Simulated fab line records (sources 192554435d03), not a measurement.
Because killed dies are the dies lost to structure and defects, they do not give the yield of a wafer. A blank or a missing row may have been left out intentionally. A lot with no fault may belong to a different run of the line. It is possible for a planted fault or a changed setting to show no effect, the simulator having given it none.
fab line records	flow n5-finfet
record: lots: 11	wafers: 32	last-day: 18
route steps=1938 shown BEOL_M11@1571 PASSIVATION@1936
lots untouched by any fault: they come from a run of this same line in which no faults occurred
start-h: the number of hours between the record's first day and the start of the first shown wafer of the lot	wait-h: hours since the lot's step before	" unchanged from the row above	L1.1+2: a single row standing in for several wafers	- no value, or no start given	* or withheld: withheld	< > ~ a bound
route shown NAME@n: a module of which the file shows steps, and the number in the route of the first	usual: mean and standard deviation over wafers with no fault	same: alike in all rows	chamber/n: place in a boat	sites: per-site readings	_std_site: the standard deviation of these	_edge_site: inner sites' mean taken away from outer sites' mean	radius-mm: for every site, how far away it sits from the centre of the wafer	mask NAME#n: copy n	behind: the tool/chamber that last shaped the wafer	hold: the reason the lot was held/the length of the hold in hours/how it ended	device: the transistor (n, p or np) that didn't switch	end of line: at the end of the route, the tests of the same wafers	a step with no rows: only its recipe	killed: the dies lost at the first sort to structure and to defects; this is not the yield of the wafer	map: the dies of a wafer, with x for killed, . for not killed, _ for no die there
set.NAME: the setting as run; set.NAME@STEP: as run at that earlier step	model.NAME: the simulator's own value behind a step, which no gauge read
route steps across a sampled set of lots; one table per step, one row per wafer
services: the hour from which a tool's chamber was out of use, counted from the record's first day as start-h (under 0 if before that day), plus the number of hours and why
== steps ==
step: N5_BEOL_M11_DESCUM_33
recipe: chemistry: O2	time-s: 7.9	source-power-w: 50	bias-power-w: 20	pressure-mtorr: 20	rf-frequency-hz: 2.712e+07	temp-c: 40	resist: CAR-ArF	o2-flow-sccm: 225
usual: drypump-motor-current-A: 5.8/0.52	oes-product-au: 0.78/0.071	rf-vpp-V: 243.5/1.4	showerhead-plenum-p-Torr: 2.11/0.067	throttle-valve-pct: 20.4/0.35
lot.wafer	tool	chamber	start-h	wait-h	drypump-motor-current-A	oes-product-au	rf-hours-counter-h	rf-vpp-V	showerhead-plenum-p-Torr	throttle-valve-pct
L360.1	rie-diel-04	3	223.66	0.0	5.7	0.98	8	242.3	2.15	19.9
L360.3	"	0	"	"	5.6	0.71	196	242.2	2.07	20.8
L360.6	"	3	"	"	5.7	0.97	-	243.6	2.15	19.9
L361.1	rie-diel-02	2	232.20	0.0	6.6	0.88	38	243.5	2.11	19.8
L361.4	"	0	"	"	5.1	0.69	216	242.9	2.06	20.8
L361.5	"	0	"	"	5.1	0.69	-	243.0	2.06	20.8
L362.2	rie-diel-03	2	247.68	0.0	5.0	0.79	122	243.2	2.11	20.7
L362.3	"	1	"	"	6.0	0.74	189	242.0	1.99	20.6
L362.6	"	1	"	"	6.0	0.74	-	242.4	1.99	20.6
L363.1	rie-diel-03	0	252.83	0.0	5.9	0.74	183	242.4	2.08	20.4
L363.2	"	1	"	"	6.0	0.73	191	241.2	1.99	20.6
L363.4	"	3	"	"	5.7	0.85	56	244.1	2.22	20.3
L367.1	rie-diel-02	0	275.57	0.9	5.1	0.68	229	242.6	2.06	20.8
L367.3	"	3	"	"	6.6	0.88	58	246.1	2.21	20.3
L367.6	"	0	"	"	5.1	0.69	-	242.4	2.06	20.8
L369.3	rie-diel-02	0	278.04	0.0	5.1	0.69	230	242.4	2.06	20.8
L369.4	"	3	"	"	6.6	0.88	58	245.5	2.21	20.3
L369.5	"	2	"	"	6.6	0.86	-	242.8	2.11	19.8
L370.1	rie-diel-02	1	290.59	0.0	5.4	0.81	97	244.8	2.09	20.0
L370.2	"	2	"	"	6.6	0.84	57	242.2	2.11	19.8
L370.5	"	0	"	"	5.1	0.68	-	243.4	2.05	20.8
L377.1	rie-diel-03	3	318.04	0.2	5.7	0.82	77	245.6	2.21	20.3
L377.5	"	2	"	"	5.0	0.76	-	244.3	2.10	20.7
L374.1	rie-diel-03	2	318.51	0.3	5.1	0.76	145	242.6	2.10	20.7
L374.5	"	3	"	"	5.6	0.82	-	245.4	2.21	20.3
L374.6	"	2	"	"	5.1	0.76	-	244.0	2.10	20.7
L382.1	rie-diel-02	1	376.18	0.2	5.4	0.77	128	242.9	2.08	20.0
L382.4	"	0	"	"	5.1	0.95	9	241.8	2.05	20.4
L382.5	"	2	"	"	6.6	0.81	-	243.4	2.10	19.9
L383.1	rie-diel-04	0	382.21	0.0	5.6	0.68	233	241.9	2.06	20.9
L383.4	"	2	"	"	5.7	0.69	205	244.4	2.17	20.9
L383.6	"	1	"	"	6.3	0.70	-	243.5	2.15	20.2
step: N5_BEOL_M11_ETCH_66
recipe: chemistry: N2/H2	target: SOC	target-depth-a: 1200	overetch-a: 240	mask-material: SiARC	temp-c: 40	time-s: 180	ion-energy-ev: 200	pressure-mtorr: 30	source-w: 840	bias-w: 150	n2-flow-sccm: 200	h2-flow-sccm: 200
usual: drypump-motor-current-A: 5.8/0.53	h2-flow-sccm: 200.0/0.6	oes-product-au: 0.63/0.054	rf-vpp-V: 524.6/2.4	showerhead-plenum-p-Torr: 2.57/0.084	throttle-valve-pct: 17.78/0.24
lot.wafer	tool	chamber	start-h	wait-h	drypump-motor-current-A	h2-flow-sccm	oes-product-au	rf-hours-counter-h	rf-vpp-V	showerhead-plenum-p-Torr	throttle-valve-pct
L360.1	rie-diel-04	3	223.75	0.0	5.7	200.1	0.79	8	524.0	2.62	17.31
L360.3	"	0	"	"	5.6	200.4	0.57	196	522.6	2.50	18.05
L360.6	"	3	"	"	5.7	201.0	0.79	-	524.6	2.62	17.29
L361.1	rie-diel-02	2	232.29	0.0	6.6	200.2	0.70	38	522.6	2.60	17.53
L361.4	"	0	"	"	5.1	199.9	0.56	216	522.6	2.51	18.19
L361.5	"	0	"	"	5.1	200.1	0.56	-	522.1	2.51	18.20
L362.2	rie-diel-03	2	247.76	0.0	5.1	199.4	0.63	122	524.0	2.54	17.84
L362.3	"	1	"	"	6.0	199.0	0.59	189	520.6	2.41	17.94
L362.6	"	1	"	"	6.0	199.6	0.59	-	521.2	2.41	17.92
L363.1	rie-diel-03	0	252.91	0.0	5.9	199.5	0.60	183	523.5	2.53	17.91
L363.2	"	1	"	"	6.0	200.8	0.60	191	521.4	2.41	17.94
L363.4	"	3	"	"	5.6	200.1	0.69	56	528.2	2.69	17.56
L367.1	rie-diel-02	0	275.65	0.0	5.1	200.5	0.54	229	523.6	2.50	18.22
L367.3	"	3	"	"	6.6	199.1	0.70	58	527.5	2.70	17.72
L367.6	"	0	"	"	5.1	201.2	0.55	-	522.8	2.50	18.22
L369.3	rie-diel-02	0	278.13	0.0	5.1	199.8	0.55	230	523.1	2.50	18.21
L369.4	"	3	"	"	6.6	200.2	0.70	58	528.8	2.70	17.74
L369.5	"	2	"	"	6.6	199.0	0.69	-	525.3	2.60	17.55
L370.1	rie-diel-02	1	290.68	0.0	5.4	199.5	0.65	98	524.8	2.57	17.51
L370.2	"	2	"	"	6.6	199.8	0.68	57	524.7	2.59	17.55
L370.5	"	0	"	"	5.1	200.0	0.55	-	522.7	2.50	18.22
L377.1	rie-diel-03	3	318.13	0.0	5.6	199.6	0.67	77	528.1	2.68	17.62
L377.5	"	2	"	"	5.0	200.2	0.62	-	524.3	2.53	17.88
L374.1	rie-diel-03	2	318.59	0.0	5.0	199.4	0.62	145	522.8	2.53	17.88
L374.5	"	3	"	"	5.6	200.7	0.67	-	527.0	2.68	17.62
L374.6	"	2	"	"	5.0	199.2	0.62	-	523.3	2.53	17.88
L382.1	rie-diel-02	1	376.27	0.0	5.4	199.6	0.62	128	525.4	2.55	17.58
L382.4	"	0	"	"	5.1	199.2	0.76	9	522.0	2.49	17.78
L382.5	"	2	"	"	6.6	199.5	0.65	-	524.9	2.58	17.61
L383.1	rie-diel-04	0	382.29	0.0	5.6	199.7	0.56	233	523.6	2.49	18.09
L383.4	"	2	"	"	5.7	200.0	0.56	205	527.5	2.61	18.14
L383.6	"	1	"	"	6.3	200.0	0.57	-	525.0	2.62	17.61
step: N5_BEOL_M11_ALD_74
recipe: material: TaN	target-thk-a: 20	temp-c: 275	ald-precursor-family: PDMAT	ald-co-reactant: NH3	pressure-torr: 3	carrier-flow-sccm: 1500	pulse-time-s: 2	purge-time-s: 3	co-reactant-purge-time-s: 2	co-reactant-pulse-time-s: 3	ald-cycles: 40	precursor-vessel-temp-c: 75	precursor-vessel-pressure-torr: 26.25	precursor-vessel-carrier-sccm: 1000
usual: heater-power-w: 400/33
same: pulse-time-s: 2
lot.wafer	tool	chamber	start-h	wait-h	heater-power-w
L360.1	ald-metal-01	0	225.17	0.0	435
L360.3	"	1	"	"	351
L360.6	"	3	"	"	378
L361.1	ald-metal-01	0	233.50	0.0	427
L361.4	"	1	"	"	337
L361.5	"	2	"	"	347
L362.2	ald-metal-04	3	249.37	0.0	360
L362.3	"	0	"	"	408
L362.6	"	0	"	"	428
L363.1	ald-metal-01	0	254.25	0.0	411
L363.2	"	3	"	"	381
L363.4	"	1	"	"	343
L367.1	ald-metal-04	0	276.73	0.1	411
L367.3	"	1	"	"	396
L367.6	"	3	"	"	355
L369.3	ald-metal-01	0	279.69	0.1	428
L369.4	"	1	"	"	345
L369.5	"	1	"	"	345
L370.1	ald-metal-03	0	291.87	0.1	408
L370.2	"	3	"	"	436
L370.5	"	3	"	"	440
L377.1	ald-metal-03	0	319.73	0.3	407
L377.5	"	0	"	"	402
L374.1	ald-metal-03	1	319.99	0.3	449
L374.5	"	1	"	"	454
L374.6	"	2	"	"	434
L382.1	ald-metal-01	1	378.64	0.0	347
L382.4	"	0	"	"	432
L382.5	"	0	"	"	439
L383.1	ald-metal-04	0	383.65	0.0	420
L383.4	"	1	"	"	395
L383.6	"	2	"	"	420
step: N5_BEOL_M11_CVD_75
recipe: material: Co	target-thk-a: 20	temp-c: withheld	precursor: CCTBA/H2	pressure-torr: 30	time-s: 138.9
usual: run-length-s: 162.2/0.6
lot.wafer	tool	chamber	start-h	wait-h	run-length-s
L360.1	cvd-co-02	2	225.57	0.1	162.1
L360.3	"	1	"	"	162.3
L360.6	"	0	"	"	162.8
L361.1	cvd-co-02	2	233.96	0.1	161.5
L361.4	"	1	"	"	163.4
L361.5	"	2	"	"	162.1
L362.2	cvd-co-01	2	249.75	0.0	161.6
L362.3	"	0	"	"	161.6
L362.6	"	1	"	"	161.8
L363.1	cvd-co-01	2	254.61	0.0	162.4
L363.2	"	0	"	"	161.5
L363.4	"	2	"	"	162.3
L367.1	cvd-co-02	2	277.33	0.1	162.2
L367.3	"	0	"	"	162.9
L367.6	"	2	"	"	161.9
L369.3	cvd-co-01	1	280.18	0.0	161.7
L369.4	"	1	"	"	162.2
L369.5	"	2	"	"	161.6
L370.1	cvd-co-01	2	292.25	0.0	162.6
L370.2	"	0	"	"	161.8
L370.5	"	0	"	"	161.3
L377.1	cvd-co-01	0	320.78	0.3	64.6
L377.5	"	1	"	"	162.1
L374.1	cvd-co-02	0	320.81	0.2	162.8
L374.5	"	2	"	"	161.7
L374.6	"	1	"	"	162.7
L382.1	cvd-co-02	0	379.03	0.1	163.0
L382.4	"	0	"	"	162.9
L382.5	"	1	"	"	163.2
L383.1	cvd-co-02	0	384.21	0.2	163.7
L383.4	"	0	"	"	162.8
L383.6	"	1	"	"	162.6
step: N5_PASSIVATION_PROBE_49
usual: defect-limited-yield: 90.9/1.5	killed_at_M0_to_M3: 35/10	killed_at_M4_up: 14/5.2	killed-at-contacts: 13/7.3	killed-at-front-end: 42/12	killed-at-other: 3.4/2.5	killed-dies: 108/18	killed-on-rim: 14/4.2	killed-open: 70/13	killed-short: 35/8	sort_bin_4_leakage: 0.00/0.007	sort_bin_5_function: 5.4/1	sort_bin_6_memory: 3.4/0.71	sort_bin_8_speed: 0.00/0.0099	sort-n-pass: 1072/18	sort-yield-pct: 90.9/1.5
same: gross-dies: 1180	killed-at-back-side: 0
lot.wafer	tool	chamber	start-h	wait-h	defect-limited-yield[%]	killed_at_M0_to_M3	killed_at_M4_up	killed-at-contacts	killed-at-front-end	killed-at-other	killed-dies	killed-on-rim	killed-open	killed-short	sort_bin_4_leakage[%]	sort_bin_5_function[%]	sort_bin_6_memory[%]	sort_bin_8_speed[%]	sort-n-pass	sort-yield-pct[%]
L361.1	prober-01	-	272.13	0.0	91.6	34	13	16	31	5	99	17	52	43	0	4.5	3.6	0	1081	91.6
L361.4	prober-01	-	272.28	0.2	90.9	43	9	14	39	2	107	20	58	41	0.08	4.7	3.6	0	1072	90.8
L361.5	prober-01	-	272.33	0.2	92.6	27	11	7	34	8	87	8	55	28	0	4.3	2.5	0	1093	92.6
L360.1	prober-02	-	273.68	0.0	93.1	25	12	11	28	6	82	8	49	32	0	3.3	3.3	0	1098	93.1
L360.3	prober-02	-	273.78	0.1	92.8	18	16	14	33	4	85	8	57	26	0	4.9	1.9	0	1095	92.8
L360.6	prober-02	-	273.93	0.3	91.5	19	23	10	42	6	100	10	70	24	0	4.9	3.2	0	1080	91.5
L362.2	prober-01	-	294.16	0.1	92.0	38	13	6	28	9	94	8	58	28	0	4.9	2.5	0	1086	92.0
L362.3	prober-01	-	294.21	0.1	92.2	38	13	18	22	1	92	20	60	28	0	4.5	3.1	0	1088	92.2
L362.6	prober-01	-	294.36	0.3	92.5	32	11	19	25	2	89	11	58	29	0	4.1	2.9	0	1091	92.5
L363.1	prober-02	-	294.98	0.0	91.2	61	15	7	21	0	104	14	62	40	0	5.2	3.3	0	1076	91.2
L363.2	prober-02	-	295.03	0.1	91.6	35	11	11	37	5	99	13	57	37	0	5.3	2.5	0	1081	91.6
L363.4	prober-02	-	295.13	0.2	93.2	23	18	3	36	0	80	14	61	15	0	4.1	2.6	0	1100	93.2
L369.3	prober-01	-	317.58	0.1	88.8	42	7	19	60	4	132	24	85	41	0	5.9	4.7	0	1048	88.8
L369.4	prober-01	-	317.63	0.2	91.4	34	13	15	39	1	102	13	61	39	0	5.0	3.2	0	1078	91.4
L369.5	prober-01	-	317.68	0.2	89.2	43	13	20	51	1	128	12	83	39	0	5.3	4.7	0	1052	89.2
L367.1	prober-02	-	320.97	0.0	92.4	43	12	7	22	6	90	10	62	28	0	4.9	2.4	0	1090	92.4
L367.3	prober-02	-	321.07	0.1	91.8	30	14	6	47	0	97	13	67	26	0	5.3	2.8	0	1083	91.8
L367.6	prober-02	-	321.22	0.3	90.1	37	25	5	48	2	117	19	77	39	0	6.2	3.6	0	1063	90.1
L370.1	prober-01	-	338.34	0.0	89.5	47	23	16	32	6	124	17	88	36	0	6.4	3.7	0	1056	89.5
L370.2	prober-01	-	338.39	0.1	90.8	44	13	11	39	2	109	11	69	39	0	5.5	3.5	0	1071	90.8
L370.5	prober-01	-	338.54	0.2	88.1	39	25	18	58	0	140	11	101	38	0	7.2	4.5	0	1040	88.1
L377.1	prober-02	-	367.02	0.0	90.5	39	14	16	43	0	112	18	76	35	0	5.5	3.2	0	1068	90.5
L377.5	prober-02	-	367.22	0.2	90.7	55	16	5	34	0	110	14	62	45	0	6.2	2.7	0	1070	90.7
L374.1	prober-02	-	372.56	0.0	89.8	41	9	22	47	1	120	14	75	42	0	5.5	4.2	0	1060	89.8
L374.5	prober-02	-	372.76	0.2	87.3	49	15	27	57	2	150	25	94	54	0	8.0	4.3	0	1030	87.3
L374.6	prober-02	-	372.81	0.3	87.9	39	11	18	68	7	143	15	91	52	0	7.1	4.7	0	1037	87.9
L382.1	prober-01	-	417.87	0.0	91.9	27	10	7	49	2	95	12	57	36	0	4.7	3.0	0	1085	91.9
L382.4	prober-01	-	418.02	0.2	92.3	33	11	6	29	12	91	13	51	39	0	4.6	2.8	0	1089	92.3
L382.5	prober-01	-	418.07	0.2	89.7	35	11	22	47	6	121	18	85	36	0	6.2	3.6	0	1059	89.7
L383.1	prober-02	-	429.93	0.0	91.4	33	6	12	47	3	101	11	70	31	0	4.9	3.1	0	1079	91.4
L383.4	prober-02	-	430.08	0.2	90.6	34	12	22	42	1	111	11	72	37	0	5.2	4.0	0.08	1069	90.6
L383.6	prober-02	-	430.18	0.3	88.5	36	17	42	36	5	136	12	94	41	0	7.5	3.8	0	1044	88.5
killed by level:class
L361.1 BEOL_M0_SAQP:geometric-particle:short=12 MOL_CONTACT_COAG:geometric-particle:open=10 DUMMY_GATE:geometric-particle:open=9 BEOL_M1:geometric-particle:open=6 FIN_SAQP:geometric-particle:short=5 MOL_CONTACT_COAG:geometric-particle:short=5 BEOL_M4:geometric-particle:open=5 STARTING-WAFER:geometric-particle:short=5
L361.4 BEOL_M1:geometric-particle:open=12 MOL_CONTACT_COAG:geometric-particle:open=11 BEOL_M0_SAQP:geometric-particle:short=10 FIN_SAQP:geometric-particle:short=9 BEOL_M1:geometric-particle:short=7 BEOL_M0_SAQP:geometric-particle:open=6 BEOL_M2:geometric-particle:open=5 HKMG_FIN:area-etch=5
L361.5 GATE_CUT:geometric-particle:open=9 BEOL_M0_SAQP:geometric-particle:open=7 BEOL_M0:geometric-particle:open=7 GATE_CUT:geometric-particle:short=6 MOL_CONTACT_COAG:geometric-particle:open=6 STI_FIN_REVEAL:geometric-particle:open=5 BEOL_M0_SAQP:geometric-particle:short=3 BEOL_M1:geometric-particle:open=3
L360.1 MOL_CONTACT_COAG:geometric-particle:open=7 BEOL_M3:geometric-particle:open=7 FIN_SAQP:geometric-particle:short=6 BEOL_M0_SAQP:geometric-particle:short=6 BEOL_M1:geometric-particle:open=5 STI_FIN_REVEAL:geometric-particle:open=4 ILD0:geometric-particle:open=4 MOL_CONTACT_COAG:geometric-particle:short=4
L360.3 MOL_CONTACT_COAG:geometric-particle:open=14 BEOL_M4:geometric-particle:open=13 GATE_CUT:geometric-particle:short=7 FIN_SAQP:geometric-particle:open=6 FIN_SAQP:geometric-particle:short=5 BEOL_M0_SAQP:geometric-particle:open=4 BEOL_M0_SAQP:geometric-particle:short=4 ILD0:geometric-particle:short=3
L360.6 FIN_SAQP:geometric-particle:open=17 BEOL_M4:geometric-particle:open=17 MOL_CONTACT_COAG:geometric-particle:open=6 BEOL_M0_SAQP:geometric-particle:open=5 FIN_SAQP:geometric-particle:short=4 BEOL_M3:geometric-particle:open=4 STARTING-WAFER:geometric-particle:open=4 BEOL_M0:geometric-particle:open=3
L362.2 BEOL_M0_SAQP:geometric-particle:open=9 STI_FIN_REVEAL:geometric-particle:open=7 BEOL_M3:geometric-particle:open=6 PASS1_CAP:geometric-particle:short=6 FIN_SAQP:geometric-particle:open=5 MOL_CONTACT_COAG:geometric-particle:open=5 BEOL_M0:geometric-particle:open=5 BEOL_M1:geometric-particle:open=4
L362.3 MOL_CONTACT_COAG:geometric-particle:open=13 BEOL_M1:geometric-particle:open=9 FIN_SAQP:geometric-particle:open=6 BEOL_M1:geometric-particle:short=5 BEOL_M3:geometric-particle:open=5 MOL_CONTACT_COAG:geometric-particle:short=4 BEOL_M0_SAQP:geometric-particle:short=4 BEOL_M0:geometric-particle:open=4
L362.6 MOL_CONTACT_COAG:geometric-particle:open=17 BEOL_M3:geometric-particle:open=11 FIN_SAQP:geometric-particle:open=9 BEOL_M1:geometric-particle:open=5 BEOL_M0_SAQP:geometric-particle:short=4 BEOL_M1:geometric-particle:short=4 BEOL_M4:geometric-particle:open=4 FIN_SAQP:geometric-particle:short=3
L363.1 BEOL_M0_SAQP:geometric-particle:short=21 BEOL_M0_SAQP:geometric-particle:open=17 BEOL_M2:geometric-particle:open=11 MOL_CONTACT_COAG:geometric-particle:open=7 GATE_CUT:geometric-particle:open=5 BEOL_M4:geometric-particle:open=5 FIN_SAQP:geometric-particle:short=4 BEOL_M2:geometric-particle:short=4
L363.2 BEOL_M0_SAQP:geometric-particle:short=13 BEOL_M0_SAQP:geometric-particle:open=9 MOL_CONTACT_COAG:geometric-particle:open=8 FIN_SAQP:geometric-particle:open=7 FIN_SAQP:geometric-particle:short=6 GATE_CUT:geometric-particle:open=5 GATE_CUT:geometric-particle:short=5 STI_FIN_REVEAL:geometric-particle:open=4
L363.4 FIN_SAQP:geometric-particle:open=11 BEOL_M0_SAQP:geometric-particle:open=8 BEOL_M4:geometric-particle:open=8 STI_FIN_REVEAL:geometric-particle:open=5 BEOL_M2:geometric-particle:open=5 STARTING-WAFER:geometric-particle:open=5 FIN_SAQP:geometric-particle:short=4 DUMMY_GATE:geometric-particle:open=4
L369.3 STI_FIN_REVEAL:geometric-particle:open=27 MOL_CONTACT_COAG:geometric-particle:open=14 BEOL_M0_SAQP:geometric-particle:short=11 BEOL_M3:geometric-particle:open=8 GATE_CUT:geometric-particle:short=8 BEOL_M0_SAQP:geometric-particle:open=7 FIN_SAQP:geometric-particle:open=6 STI_FIN_REVEAL:geometric-particle:short=5
L369.4 MOL_CONTACT_COAG:geometric-particle:open=13 BEOL_M0_SAQP:geometric-particle:short=10 BEOL_M0_SAQP:geometric-particle:open=9 STI_FIN_REVEAL:geometric-particle:open=6 GATE_CUT:geometric-particle:short=6 FIN_SAQP:geometric-particle:open=5 STI_FIN_REVEAL:geometric-particle:short=4 BEOL_M1:geometric-particle:open=4
L369.5 MOL_CONTACT_COAG:geometric-particle:open=18 BEOL_M0_SAQP:geometric-particle:short=14 BEOL_M0_SAQP:geometric-particle:open=13 STI_FIN_REVEAL:geometric-particle:open=12 GATE_CUT:geometric-particle:short=8 FIN_SAQP:geometric-particle:open=6 STARTING-WAFER:geometric-particle:open=6 BEOL_M3:geometric-particle:open=6
L367.1 BEOL_M0_SAQP:geometric-particle:open=17 BEOL_M0_SAQP:geometric-particle:short=9 BEOL_M2:geometric-particle:open=7 MOL_CONTACT_COAG:geometric-particle:open=6 BEOL_M4:geometric-particle:open=6 FIN_SAQP:geometric-particle:short=4 GATE_CUT:geometric-particle:short=4 BEOL_M3:geometric-particle:open=4
L367.3 GATE_CUT:geometric-particle:short=11 FIN_SAQP:geometric-particle:open=10 BEOL_M2:geometric-particle:open=10 BEOL_M0_SAQP:geometric-particle:open=6 STI_FIN_REVEAL:geometric-particle:open=5 MOL_CONTACT_COAG:geometric-particle:open=5 ILD0:geometric-particle:open=4 GATE_CUT:geometric-particle:open=4
L367.6 BEOL_M4:geometric-particle:open=11 STI_FIN_REVEAL:geometric-particle:open=10 BEOL_M0_SAQP:geometric-particle:open=9 BEOL_M1:geometric-particle:open=9 BEOL_M2:geometric-particle:open=7 BEOL_M8:geometric-particle:open=6 FIN_SAQP:geometric-particle:short=5 BEOL_M0_SAQP:geometric-particle:short=5
L370.1 FIN_SAQP:geometric-particle:open=13 MOL_CONTACT_COAG:geometric-particle:open=13 BEOL_M2:geometric-particle:short=9 BEOL_M5:geometric-particle:open=8 BEOL_M0_SAQP:geometric-particle:open=8 BEOL_M2:geometric-particle:open=8 BEOL_M1:geometric-particle:open=7 BEOL_M0_SAQP:geometric-particle:short=7
L370.2 FIN_SAQP:geometric-particle:open=12 MOL_CONTACT_COAG:geometric-particle:open=9 BEOL_M3:geometric-particle:open=8 FIN_SAQP:geometric-particle:short=6 BEOL_M0_SAQP:geometric-particle:open=6 BEOL_M0_SAQP:geometric-particle:short=6 BEOL_M3:geometric-particle:short=6 BEOL_M4:geometric-particle:open=6
L370.5 FIN_SAQP:geometric-particle:open=23 FIN_SAQP:geometric-particle:short=15 BEOL_M4:geometric-particle:open=14 MOL_CONTACT_COAG:geometric-particle:open=14 BEOL_M2:geometric-particle:open=9 BEOL_M3:geometric-particle:open=9 BEOL_M0_SAQP:geometric-particle:short=8 STI_FIN_REVEAL:geometric-particle:open=7
L377.1 FIN_SAQP:geometric-particle:open=16 MOL_CONTACT_COAG:geometric-particle:open=13 BEOL_M0_SAQP:geometric-particle:short=13 BEOL_M0_SAQP:geometric-particle:open=9 BEOL_M4:geometric-particle:open=7 BEOL_M2:geometric-particle:open=7 STI_FIN_REVEAL:geometric-particle:open=6 FIN_SAQP:geometric-particle:short=5
L377.5 BEOL_M0_SAQP:geometric-particle:open=15 BEOL_M0_SAQP:geometric-particle:short=11 FIN_SAQP:geometric-particle:short=8 BEOL_M2:geometric-particle:open=8 BEOL_M0:geometric-particle:open=7 DUMMY_GATE:geometric-particle:open=6 DUMMY_GATE:geometric-particle:short=5 BEOL_M2:geometric-particle:short=5
L374.1 MOL_CONTACT_COAG:geometric-particle:open=16 BEOL_M0_SAQP:geometric-particle:short=12 FIN_SAQP:geometric-particle:open=9 STI_FIN_REVEAL:geometric-particle:open=9 BEOL_M0_SAQP:geometric-particle:open=8 FIN_SAQP:geometric-particle:short=6 DUMMY_GATE:geometric-particle:open=6 GATE_CUT:geometric-particle:short=5
L374.5 MOL_CONTACT_COAG:geometric-particle:open=21 BEOL_M0_SAQP:geometric-particle:short=13 STI_FIN_REVEAL:geometric-particle:open=12 BEOL_M3:geometric-particle:open=12 FIN_SAQP:geometric-particle:open=11 FIN_SAQP:geometric-particle:short=8 BEOL_M4:geometric-particle:open=7 MOL_CONTACT_COAG:geometric-particle:short=6
L374.6 STI_FIN_REVEAL:geometric-particle:open=24 FIN_SAQP:geometric-particle:open=11 MOL_CONTACT_COAG:geometric-particle:open=10 FIN_SAQP:geometric-particle:short=9 MOL_CONTACT_COAG:geometric-particle:short=8 BEOL_M0_SAQP:geometric-particle:short=8 BEOL_M0_SAQP:geometric-particle:open=7 GATE_CUT:geometric-particle:short=7
L382.1 FIN_SAQP:geometric-particle:open=17 FIN_SAQP:geometric-particle:short=13 BEOL_M0_SAQP:geometric-particle:short=6 MOL_CONTACT_COAG:geometric-particle:open=6 BEOL_M2:geometric-particle:open=5 BEOL_M4:geometric-particle:open=5 GATE_CUT:geometric-particle:short=4 BEOL_M0_SAQP:geometric-particle:open=4
L382.4 FIN_SAQP:geometric-particle:short=10 BEOL_M2:geometric-particle:open=7 BEOL_M0:geometric-particle:open=6 FIN_SAQP:geometric-particle:open=5 MOL_CONTACT_COAG:geometric-particle:open=5 BEOL_M0_SAQP:geometric-particle:short=5 BEOL_M0_SAQP:geometric-particle:open=4 BEOL_M4:geometric-particle:open=4
L382.5 FIN_SAQP:geometric-particle:open=17 MOL_CONTACT_COAG:geometric-particle:open=15 FIN_SAQP:geometric-particle:short=13 STI_FIN_REVEAL:geometric-particle:open=9 BEOL_M2:geometric-particle:open=9 BEOL_M0_SAQP:geometric-particle:open=8 MOL_CONTACT_COAG:geometric-particle:short=7 BEOL_M4:geometric-particle:open=7
L383.1 STI_FIN_REVEAL:geometric-particle:open=16 BEOL_M0_SAQP:geometric-particle:open=11 BEOL_M0_SAQP:geometric-particle:short=11 MOL_CONTACT_COAG:geometric-particle:open=10 FIN_SAQP:geometric-particle:open=9 BEOL_M3:geometric-particle:open=5 STARTING-WAFER:geometric-particle:open=4 FIN_SAQP:geometric-particle:short=3
L383.4 MOL_CONTACT_COAG:geometric-particle:open=21 FIN_SAQP:geometric-particle:open=10 STI_FIN_REVEAL:geometric-particle:open=10 BEOL_M0_SAQP:geometric-particle:short=9 BEOL_M0:geometric-particle:open=7 BEOL_M0_SAQP:geometric-particle:open=4 STARTING-WAFER:geometric-particle:short=4 FIN_SAQP:geometric-particle:short=3
L383.6 MOL_CONTACT_COAG:geometric-particle:open=38 STI_FIN_REVEAL:geometric-particle:open=13 BEOL_M0_SAQP:geometric-particle:short=11 BEOL_M0_SAQP:geometric-particle:open=8 FIN_SAQP:geometric-particle:open=6 BEOL_M2:geometric-particle:open=5 BEOL_M4:geometric-particle:open=5 FIN_SAQP:geometric-particle:short=4
== services ==
tool	chamber	start-h	hours	kind
cvd-co-02	-	215.16	6.9	pm
cvd-co-01	0	215.84	2.9	repair
ald-metal-04	2	215.93	30.7	repair
cvd-co-02	-	228.18	3.4	repair
rie-diel-03	0	236.50	2.5	repair
ald-metal-04	-	255.10	8.7	pm
rie-diel-04	1	264.02	3.2	repair
rie-diel-02	1	266.25	1.6	repair
ald-metal-03	2	289.84	4.0	repair
rie-diel-04	-	301.12	28.1	pm
cvd-co-02	1	301.85	14.9	repair
rie-diel-02	0	307.62	3.9	repair
ald-metal-01	3	313.72	23.9	repair
ald-metal-03	-	328.31	14.6	pm
cvd-co-02	1	333.35	-	clean
cvd-co-02	1	333.35	22.0	scheduled-down
cvd-co-02	1	333.35	22.0	vent-cycle
rie-diel-02	0	333.52	-	clean
rie-diel-02	0	333.52	-	consumable-replace:focus-ring
rie-diel-02	0	333.52	15.5	scheduled-down
rie-diel-02	0	333.52	15.5	vent-cycle
ald-metal-04	-	338.12	0.5	repair
cvd-co-02	-	338.89	6.0	pm
rie-diel-03	3	356.86	1.3	repair
== key ==
first-sign: step: N5_BEOL_M11_CVD_75	reading: run-length-s	direction: down	sigmas: 99+	usual: *	struck: *
effect none on later readings
met-at N5_BEOL_M11_CVD_75
struck-lots L377
struck-wafers L377.1
not-acting-at N5_BEOL_M11_DESCUM_33,N5_BEOL_M11_ETCH_66,N5_BEOL_M11_ALD_74
onset-between 292.25 320.78
fault: kind: process-parameter-drift	tool: cvd-co-01	chamber: -	onset-h: 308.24	steps: N5_BEOL_M11_CVD_75	channel: time-s	offset: *	shape: step	end-h: 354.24	scope: struck-wafers-only	acts-in: *	stated: *
